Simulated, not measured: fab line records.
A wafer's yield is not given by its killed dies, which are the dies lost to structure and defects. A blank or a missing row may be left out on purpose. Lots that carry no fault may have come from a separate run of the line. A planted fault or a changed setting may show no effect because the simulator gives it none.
A single fault, viewed from 2 desks -- flow n5_finfet -- what lay behind the numbers comes last; until then each desk has only its own

== THE TOOL OWNER'S DESK: rie_diel-02 ==
The tool's own readings at N5_BEOL_M3_ETCH_70 (etches SOC in N2/H2, target depth 80 nm, overetch 16 nm, time 120 s): means of the sampled wafers that have a number, for each lot that ran on this tool. Marked OUT: a lot whose mean sits more than 4 standard deviations from the usual mean, which makes it out of limits; the brackets give that distance.
Columns: A = drypump_motor_current_A at N5_BEOL_M3_ETCH_70, usual 5.81 A; B = oes_product_au at N5_BEOL_M3_ETCH_70, usual 0.58 a.u.; C = rf_vpp_V at N5_BEOL_M3_ETCH_70, usual 523.9 V; D = run_length_s at N5_BEOL_M3_ETCH_70, usual 143.2 s; E = showerhead_plenum_p_Torr at N5_BEOL_M3_ETCH_70, usual 2.54 Torr; F = throttle_valve_pct at N5_BEOL_M3_ETCH_70, usual 17.96 %
lot,first seen here,A,B,C,D,E,F
L815,day 8 06:10,5.59,0.59,521.6,143.1,2.48,17.80
L816,day 8 11:11,5.46,0.57,523.0,139.2 (-11) OUT,2.53,17.87
L818,day 8 22:18,5.61,0.58,522.0,138.9 (-11) OUT,2.48,17.90
L819,day 9 04:29,5.68,0.57,524.9,140.7 (-6.7) OUT,2.53,17.93
L831,day 12 07:46,5.97,0.54,522.0,143.2,2.51,18.12
L833,day 12 15:31,5.81,0.59,524.3,143.3,2.52,17.97
L834,day 12 21:55,5.87,0.60,524.8,143.3,2.53,17.96
L835,day 13 06:29,5.77,0.55,522.3,143.5,2.48,18.01
This desk's finding: out of limits on L816, L818, L819; first on L816, day 8 11:11 (run_length_s at N5_BEOL_M3_ETCH_70). Within limits: L815, L831, L833, L834, L835.

== AT THE METROLOGY DESK ==
What the gauges read, lot by lot, whatever tool the lot ran on: means of the sampled wafers that have a number. Marked OUT: a lot whose mean sits more than 4 standard deviations from the usual mean, which makes it out of limits; the brackets give that distance. Only the readings that lie furthest out on some lot appear, 7 of the 11 it has.
Columns: A = DIBL_N at N5_BEOL_M4_RC_MEAS_101, usual 36.3 mV/V; B = DIBL_P at N5_BEOL_M4_RC_MEAS_101, usual 35.7 mV/V; C = IOFF_N at N5_BEOL_M4_RC_MEAS_101, usual 0.155 nA/um; D = IOFF_P at N5_BEOL_M4_RC_MEAS_101, usual 0.204 nA/um; E = ION_N at N5_BEOL_M4_RC_MEAS_101, usual 671 uA/um; F = SS_N at N5_BEOL_M4_RC_MEAS_101, usual 71.5 mV/dec; G = VT_P at N5_BEOL_M4_RC_MEAS_101, usual -251 mV
lot,first seen here,A,B,C,D,E,F,G
L812,day 7 18:10,35.3,34.0,0.150,0.201,666,71.5,-249
L815,day 7 22:55,36.5,36.8,0.175,0.196,677,71.1,-254
L816,day 8 03:20,35.4,34.1,0.145,0.224,668,70.8,-248
L818,day 8 20:36,39.0,37.9,0.196,0.247,680,72.8,-247
L819,day 8 23:42,36.0,35.7,0.144,0.179,669,71.3,-256
L831,day 12 00:08,36.1,36.5,0.151,0.205,670,71.3,-250
L833,day 12 09:13,36.8,36.6,0.172,0.230,674,71.2,-247
L834,day 12 16:00,34.5,34.6,0.117,0.176,653,71.3,-252
L835,day 12 20:35,35.9,35.0,0.146,0.183,669,71.7,-253
Finding of this desk: none of the 9 lots has anything out of limits.

== BROUGHT TOGETHER ==
The tool owner's desk could have raised an alarm at day 8 11:11, on L816, L818, L819.
At the metrology desk, nothing out of limits was observed.
The metrology desk has L816, L818, L819 on record, within its limits.
All the named lots went through N5_BEOL_M3_ETCH_70 on rie_diel-02.

== WHAT THE SIMULATOR PUT IN ==
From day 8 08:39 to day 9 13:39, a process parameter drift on rie_diel-02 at N5_BEOL_M3_ETCH_70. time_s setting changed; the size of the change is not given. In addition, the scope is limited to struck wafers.
Lots struck among those shown: L816, L818, L819.
Hours from the fault's start to each desk's first reading out of limits: the tool owner's desk, 3.
